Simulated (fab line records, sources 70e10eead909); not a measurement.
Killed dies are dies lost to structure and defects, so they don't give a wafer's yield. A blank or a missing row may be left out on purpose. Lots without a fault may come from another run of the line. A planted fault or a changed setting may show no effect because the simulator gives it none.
fab line records | flow nand_harc
record lots=5 wafers=15 last_day=23
route steps=1159 shown A_BONDPAD@1068 HYBRID_BOND@1094 THIN_TSV@1101 END@1159
lots that met no fault: from a run of the same line without faults
start_h: hours from the record's first day to the start of the lot's first wafer shown | wait_h: hours since the lot's step before | " the same as in the row above | L1.1+2: a row that stands for several wafers | - no value, or no start given | * or withheld: withheld | < > ~ a bound
route shown NAME@n: a module of which the file shows steps, and the number in the route of the first | usual: mean/standard deviation of fault-free wafers | same: alike in all rows | chamber/n: place in a boat | sites: the reading at each site | _std_site: their standard deviation | _edge_site: outer sites' mean less inner sites' | radius_mm: how far each site lies from the wafer's centre | mask NAME#n: copy n | behind: the tool/chamber that last shaped the wafer | hold: why the lot was held/for how many hours/how that ended | device: the transistor (n, p or np) that didn't switch | end of line: the same wafers' tests at the end of the route | a step without rows: its recipe alone | killed: dies lost to structure and defects at the first sort, not the wafer's yield | map: a wafer's dies, x killed, . not, _ none there
set.NAME: the setting as run; set.NAME@STEP: as run at that earlier step | model.NAME: the simulator's own value behind a step, which no gauge read
lots at some steps of the route; a table a step, a row a wafer
services: from which hour (start_h, from the record's first day; less than 0 if before it) a tool's chamber was out of use, for how many hours, and why
## steps
# step NHARC_A_BONDPAD_EBR_05
# step NHARC_A_BONDPAD_EXPOSE_06
# recipe na=0.55 dose_mj=36.99 mask_id=A_BPAD
# step NHARC_A_BONDPAD_PEB_07
# recipe peb_temp_c=128 peb_time_s=80
# step NHARC_A_BONDPAD_DEVELOP_08
# recipe time_s=50 dev_temp_c=22
# step NHARC_A_BONDPAD_HARDBAKE_10
# recipe temp_c=118 time_s=65
# step NHARC_A_BONDPAD_DESCUM_11
# recipe time_s=3 o2_flow_sccm=200 ar_flow_sccm=0 bias_power_w=0 chemistry=O2
# step NHARC_A_BONDPAD_ETCH_34
# recipe target_depth_a=600 overetch_a=180 time_s=65.91 ion_energy_ev=200 n2_flow_sccm=150 h2_flow_sccm=150 ar_flow_sccm=0 rf_w=400 bias_w=150 chemistry=N2/H2
# step NHARC_A_BONDPAD_ETCH_12
# recipe target_depth_a=2200 time_s=110 chf3_flow_sccm=50 o2_flow_sccm=10 ar_flow_sccm=200 rf_w=500 bias_w=200 chemistry=CHF3/O2
# step NHARC_A_BONDPAD_STRIP_15
# recipe o2_flow_sccm=500 ar_flow_sccm=0 bias_w=0 chemistry=O2
# step NHARC_A_BONDPAD_ETCH_24
# recipe target_depth_a=300 over_etch_frac=0.3 time_s=72.99 ion_energy_ev=150 cf4_flow_sccm=50 n2_flow_sccm=100 ar_flow_sccm=150 rf_w=300 bias_w=100 chemistry=CF4/N2
# usual chamber_pressure_mTorr=30.001/0.028 drypump_motor_current_A=5.6/0.44 oes_product_au=1.007/0.01 rf_vpp_V=314.9/1.8 showerhead_plenum_p_Torr=2.68/0.087 throttle_valve_pct=19.795/0.0091
# columns lot.wafer tool chamber start_h wait_h chamber_pressure_mTorr drypump_motor_current_A oes_product_au rf_hours_counter_h rf_vpp_V showerhead_plenum_p_Torr throttle_valve_pct
L656.4 rie_diel-06 1 450.08 - 30.013 5.3 1.015 1 316.2 2.69 19.792
L656.2 " 2 " " 29.966 5.3 1.020 1 316.9 2.81 19.783
L656.6 " 1 " " 30.023 5.3 0.999 - 315.8 2.69 19.791
L657.4 rie_diel-06 1 469.89 - 29.982 5.3 0.997 1 317.0 2.69 19.785
L657.2 " 2 " " 29.952 5.4 1.023 2 316.7 2.81 19.789
L657.6 " 0 " " 30.029 5.0 1.004 - 314.2 2.65 19.787
L661.2 rie_diel-06 2 503.79 0.2 30.044 5.4 1.032 3 316.7 2.81 19.796
L661.5 " 1 " " 30.042 5.3 1.003 - 315.1 2.69 19.812
L661.4 " 2 " " 30.037 5.4 1.029 - 317.5 2.81 19.784
L662.1 rie_diel-06 3 504.23 0.2 29.985 6.0 1.013 3 314.9 2.66 19.803
L662.6 " 2 " " 30.002 5.4 1.015 - 316.2 2.81 19.811
L662.4 " 3 " " 29.982 6.0 1.005 - 313.9 2.66 19.806
L667.2 rie_diel-06 1 519.85 0.2 29.962 5.3 1.003 3 314.0 2.69 19.779
L667.5 " 3 " " 30.034 6.0 0.998 - 313.5 2.66 19.781
L667.6 " 1 " " 29.994 5.3 0.993 - 313.7 2.69 19.796
# step NHARC_A_BONDPAD_STRIP_16
# recipe time_s=600 temp_c=30 chemistry=post_etch_residue_remover
# step NHARC_A_BONDPAD_DEGAS_25
# recipe temp_c=300 time_s=60
# step NHARC_A_BONDPAD_PRE_CLEAN_26
# recipe time_s=30 temp_c=280 gas=H2/He
# step NHARC_A_BONDPAD_PVD_17
# recipe target_thk_a=50 bias_v=168.6 power_w=15000 chamber_pressure_pa=0.12 time_s=8.06 substrate_temp_c=50 material=TaN
# step NHARC_A_BONDPAD_PVD_27
# recipe target_thk_a=300 chamber_pressure_pa=5 power_w=5000 substrate_temp_c=30 time_s=20.49 material=Cu
# step NHARC_A_BONDPAD_ECD_18
# recipe target_thk_a=4000 bath_temp_c=25 material=Cu
# step NHARC_A_BONDPAD_ANNEAL_28
# recipe temp_c=225 time_s=90
# step NHARC_A_BONDPAD_CMP_19
# recipe t_overpolish_s=30 cu_recess_touch_s=16 target_thk_nm=169.8
# step NHARC_A_BONDPAD_SRD_21
# recipe time_s=30 temp_c=23 dry_time_s=20 spin_rpm=1500
# step NHARC_HYBRID_BOND_ACTIVATE_00
# recipe time_s=60 n2_flow_sccm=200 ar_flow_sccm=0 bias_power_w=0 chemistry=N2
# step NHARC_HYBRID_BOND_PRECLEAN_01
# recipe time_s=300 temp_c=23 chemistry=DIW
# step NHARC_HYBRID_BOND_SRD_02
# recipe time_s=30 temp_c=23 dry_time_s=20 spin_rpm=1500
# step NHARC_HYBRID_BOND_BOND_03
# recipe temp_c=25
# step NHARC_HYBRID_BOND_ANNEAL_04
# recipe temp_c=300 time_s=7200 ramp_up_c_per_min=5 ramp_down_c_per_min=3 idle_temp_c=100 pressure_atm=1
# step NHARC_THIN_TSV_GRIND_00
# recipe target_thk_um=6
# step NHARC_THIN_TSV_CMP_01
# recipe target_thk_um=3
# step NHARC_THIN_TSV_SRD_03
# step NHARC_THIN_TSV_PRECLEAN_41
# recipe time_s=* temp_c=50 bath_age_min=0 chemistry=SC1
# step NHARC_THIN_TSV_SRD_42
# step NHARC_THIN_TSV_DEP_43
# recipe target_thk_a=13285 temp_c=withheld pressure_torr=6.5 rf_w=900 teos_flow_sccm=161.4 flow_sccm=2650 target_thk_nm=1328.5 gas=O2 material=SiO2
# step NHARC_THIN_TSV_DEHYDRATE_04
# recipe temp_c=150 time_s=120
# step NHARC_THIN_TSV_HMDS_05
# recipe time_s=30
# step NHARC_END_SORT_01
# recipe temp_c=25
# usual defect_limited_yield=95.0/1.6 killed_at_array=30/10 killed_at_other=0.5/0.82 killed_at_periphery=2.9/2 killed_dies=34/11 killed_open=3.2/1.8 killed_short=2.0/1.4 sort_bin_2_pct=1.5/0.68 sort_bin_3_pct=0.28/0.21 sort_bin_4_pct=3.1/0.97 sort_n_pass=643/11 sort_rim_yield_pct=94.6/2.9 sort_yield_pct=95.0/1.6
# same gross_dies=677 sort_bin_5_pct[%]=0 sort_bin_6_pct[%]=0 sort_bin_7_pct[%]=0 sort_bin_8_pct[%]=0 sort_rim_n_gross=106.00
# columns lot.wafer tool chamber start_h wait_h defect_limited_yield[%] killed_at_array killed_at_other killed_at_periphery killed_dies killed_open killed_short sort_bin_2_pct[%] sort_bin_3_pct[%] sort_bin_4_pct[%] sort_n_pass sort_rim_yield_pct[%] sort_yield_pct[%]
L656.2 prober-02 0 482.74 2.8 94.7 35 0 1 36 1 3 1.6 0.59 3.1 641 92.5 94.7
L656.4 prober-02 0 484.34 3.4 95.0 31 0 3 34 1 1 1.5 0.59 3.0 643 93.4 95.0
L656.6 prober-02 0 485.94 4.0 94.7 29 0 7 36 5 2 1.6 0.30 3.4 641 92.5 94.7
L657.2 prober-02 0 503.38 2.8 94.7 33 0 3 36 6 0 1.6 0.15 3.5 641 92.5 94.7
L657.6 prober-02 0 506.59 4.0 93.9 39 0 2 41 5 3 1.9 0.59 3.5 636 94.3 93.9
L661.2 prober-01 0 537.33 2.8 86.7 87 2 1 90 2 3 5.8 1.92 5.6 587 90.6 86.7
L661.4 prober-01 0 538.92 3.4 87.7 78 4 1 83 4 2 5.3 2.51 4.4 594 93.4 87.7
L661.5 prober-01 0 539.72 3.7 89.2 72 1 0 73 4 1 4.4 1.92 4.4 604 99.1 89.2
L662.1 prober-02 0 544.01 2.5 81.8 122 0 1 123 2 2 8.4 1.77 8.0 554 89.6 81.8
L662.4 prober-02 0 546.45 3.4 83.5 110 0 2 112 5 1 6.5 2.51 7.5 565 92.5 83.5
L662.6 prober-02 0 548.07 4.1 85.5 93 1 4 98 4 3 5.6 2.36 6.5 579 87.7 85.5
L667.2 prober-01 0 551.64 2.8 87.1 86 0 1 87 2 1 6.1 2.07 4.7 590 95.3 87.1
L667.5 prober-01 0 554.03 3.7 85.7 93 1 3 97 3 1 6.5 2.22 5.6 580 99.1 85.7
L667.6 prober-01 0 554.83 4.0 85.8 89 1 6 96 4 0 7.2 2.22 4.7 581 88.7 85.8
# killed by level:class
L656.2 A_CHANNEL_HOLE_D1:chamber_film_flake=14 A_SLIT:chamber_film_flake=8 A_CONTACT:chamber_film_flake=7 A_WL_FILL:geometric_particle:short=2 A_STAIRCASE:chamber_film_flake=2 A_CHANNEL_HOLE_D1:geometric_particle:short=1 A_CHANNEL_FILL_D1:geometric_particle:open=1 P_CONTACT:chamber_film_flake=1
L656.4 A_CHANNEL_HOLE_D1:chamber_film_flake=11 A_SLIT:chamber_film_flake=10 A_STAIRCASE:chamber_film_flake=4 A_CONTACT:chamber_film_flake=3 A_WL_FILL:geometric_particle:short=1 A_CONTACT:geometric_particle:open=1 P_STI:chamber_film_flake=1 P_GATE:chamber_film_flake=1
L656.6 A_SLIT:chamber_film_flake=12 A_CHANNEL_HOLE_D1:chamber_film_flake=8 P_CONTACT:chamber_film_flake=3 A_STAIRCASE:chamber_film_flake=3 P_M1:geometric_particle:open=2 A_CONTACT:chamber_film_flake=2 P_M0:geometric_particle:open=1 P_M0:geometric_particle:short=1
L657.2 A_CHANNEL_HOLE_D1:chamber_film_flake=11 A_SLIT:chamber_film_flake=9 A_STAIRCASE:chamber_film_flake=5 A_CONTACT:chamber_film_flake=4 P_GATE:geometric_particle:open=2 P_CONTACT:geometric_particle:open=1 A_CHANNEL_FILL_D1:geometric_particle:open=1 A_SGD_CUT:geometric_particle:open=1
L657.6 A_SLIT:chamber_film_flake=12 A_CHANNEL_HOLE_D1:chamber_film_flake=11 A_CONTACT:chamber_film_flake=6 A_CONTACT:geometric_particle:open=2 A_STAIRCASE:chamber_film_flake=2 P_GATE:geometric_particle:open=1 A_ONON_D1:geometric_particle:short=1 A_ONON_D1:geometric_particle:open=1
L661.2 A_BONDPAD:unspecified=73 A_STAIRCASE:chamber_film_flake=4 A_WL_FILL:geometric_particle:short=3 A_CONTACT:geometric_particle:open=2 A_CONTACT:chamber_film_flake=2 THIN_TSV:chamber_film_flake=2 P_GATE:chamber_film_flake=1 A_ZERO_WELL:chamber_film_flake=1
L661.4 A_BONDPAD:unspecified=64 A_CHANNEL_HOLE_D1:chamber_film_flake=4 THIN_TSV:chamber_film_flake=4 A_STAIRCASE:chamber_film_flake=3 A_CONTACT:geometric_particle:open=2 A_CONTACT:chamber_film_flake=2 P_M0:geometric_particle:open=1 A_SLIT:geometric_particle:short=1
L661.5 A_BONDPAD:unspecified=66 A_CHANNEL_FILL_D1:geometric_particle:open=1 A_CONTACT:geometric_particle:open=1 A_BLC:geometric_particle:open=1 A_M0:geometric_particle:open=1 A_M0:geometric_particle:short=1 A_CHANNEL_HOLE_D1:chamber_film_flake=1 THIN_TSV:chamber_film_flake=1
L662.1 A_BONDPAD:unspecified=78 A_SLIT:chamber_film_flake=14 A_CHANNEL_HOLE_D1:chamber_film_flake=12 A_CONTACT:chamber_film_flake=10 A_STAIRCASE:chamber_film_flake=4 P_M1:geometric_particle:open=1 A_SOURCE_PLATE:geometric_particle:short=1 A_CHANNEL_FILL_D1:geometric_particle:open=1
L662.4 A_BONDPAD:unspecified=73 A_CHANNEL_HOLE_D1:chamber_film_flake=14 A_SLIT:chamber_film_flake=11 A_STAIRCASE:chamber_film_flake=3 A_ONON_D1:geometric_particle:open=2 P_GATE:chamber_film_flake=2 A_CONTACT:chamber_film_flake=2 A_WL_FILL:geometric_particle:short=1
L662.6 A_BONDPAD:unspecified=68 A_SLIT:chamber_film_flake=9 A_STAIRCASE:chamber_film_flake=5 A_CONTACT:chamber_film_flake=4 P_GATE:chamber_film_flake=2 A_CHANNEL_HOLE_D1:chamber_film_flake=2 P_GATE:geometric_particle:short=1 P_M0:geometric_particle:open=1
L667.2 A_BONDPAD:unspecified=71 A_CONTACT:chamber_film_flake=5 A_CHANNEL_HOLE_D1:chamber_film_flake=4 A_STAIRCASE:chamber_film_flake=2 A_CHANNEL_FILL_D1:geometric_particle:short=1 A_CONTACT:geometric_particle:open=1 A_M0:geometric_particle:open=1 P_ZERO_WELL:chamber_film_flake=1
L667.5 A_BONDPAD:unspecified=77 A_CHANNEL_HOLE_D1:chamber_film_flake=5 A_CONTACT:chamber_film_flake=4 P_ZERO_WELL:chamber_film_flake=2 A_WL_FILL:chamber_film_flake=2 A_CHANNEL_FILL_D1:geometric_particle:short=1 A_CHANNEL_FILL_D1:geometric_particle:open=1 A_CONTACT:geometric_particle:open=1
L667.6 A_BONDPAD:unspecified=75 A_CHANNEL_HOLE_D1:chamber_film_flake=5 P_ZERO_WELL:chamber_film_flake=4 A_STAIRCASE:chamber_film_flake=3 A_CHANNEL_FILL_D1:geometric_particle:open=2 A_SGD_CUT:chamber_film_flake=2 P_GATE:geometric_particle:open=1 A_BLC:geometric_particle:open=1
# map L661.2 (x killed, . not)
____________.____________
_________......._________
_______..........._______
______.............______
_____..............._____
____.................____
____.................____
___...................___
___...................___
__........x............__
__.....................__
_......................._
_..........xx..........._
_......................._
_......................._
_......................._
....x....................
...x.x...................
...xx..................x.
...x...x............x....
x...xxx............x.....
_xxxxxxx.............x.._
_xxxxxxxx..x......x..xx._
_.xxxxxxxx.............x_
_.xxxxxxx..............._
_.xxxxxxxx.............._
__xxxxxx...............__
__xxxxxx...............__
___xxxxx..............___
___xxxx..x.......x....___
____xxxx.............____
____.........x.......____
_____..x............_____
______.............______
_______..........._______
_________......._________
____________.____________
# map L662.1 (x killed, . not)
____________.____________
_________......._________
_______..........._______
______.............______
_____..............._____
____.................____
____.................____
___.................x.___
___..................x___
__.....................__
__.................x.xx__
_.......xxx..........xx._
_.....................xx_
_....x.x...x..........xx_
_......x.x.............x_
_........x......x.xx...._
.......x...x.....xx......
...............xxxxx....x
........xx...x..xxxxxxx..
...xx.x.......xxxxxxxx...
....x..x........xxxxxx...
_...x.x.......xxxxxxx.x._
_x.x...........xxxxxxx.x_
_.....x........xxxxxxx.._
_.x..x..x....x.xxxxxxx.._
_.....x........xxxxxxx.._
__..xx..........xxxxx..__
__.....................__
___...............xxx.___
___..............x....___
____.................____
____.................____
_____..............._____
______.............______
_______..........._______
_________...x..._________
____________x____________
## services
# columns tool chamber start_h hours kind
rie_diel-06 0 427.20 - clean
rie_diel-06 1 427.20 - clean
rie_diel-06 2 427.20 - clean
rie_diel-06 3 427.20 - clean
rie_diel-06 0 451.70 - clean
rie_diel-06 1 451.70 - clean
rie_diel-06 2 451.70 - clean
rie_diel-06 3 451.70 - clean
rie_diel-06 0 476.20 - clean
rie_diel-06 1 476.20 - clean
rie_diel-06 2 476.20 - clean
rie_diel-06 3 476.20 - clean
rie_diel-06 0 496.44 15.7 repair
rie_diel-06 1 500.75 - clean
rie_diel-06 2 500.75 - clean
rie_diel-06 3 500.75 - clean
rie_diel-06 2 517.61 4.1 repair
## key
first_sign step=NHARC_END_SORT_01 reading=killed_at_array direction=up sigmas=6 usual=30 struck=92
effect step=NHARC_END_SORT_01 reading=defect_limited_yield direction=down sigmas=5.8 usual=95.0 struck=85.9
more_kills_born_at NHARC_A_BONDPAD_ETCH_24@rie_diel-06=643
met_at NHARC_A_BONDPAD_ETCH_24
struck_wafers L661.2,L661.4,L661.5,L662.1,L662.4,L662.6,L667.2,L667.5,L667.6
onset_between 469.89 503.79
also_fits time
fault kind=chamber_particle_source tool=rie_diel-06 chamber=- onset_h=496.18 steps=NHARC_A_BONDPAD_ETCH_24 rate_per_visit_cm2=0.45508 end_h=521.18
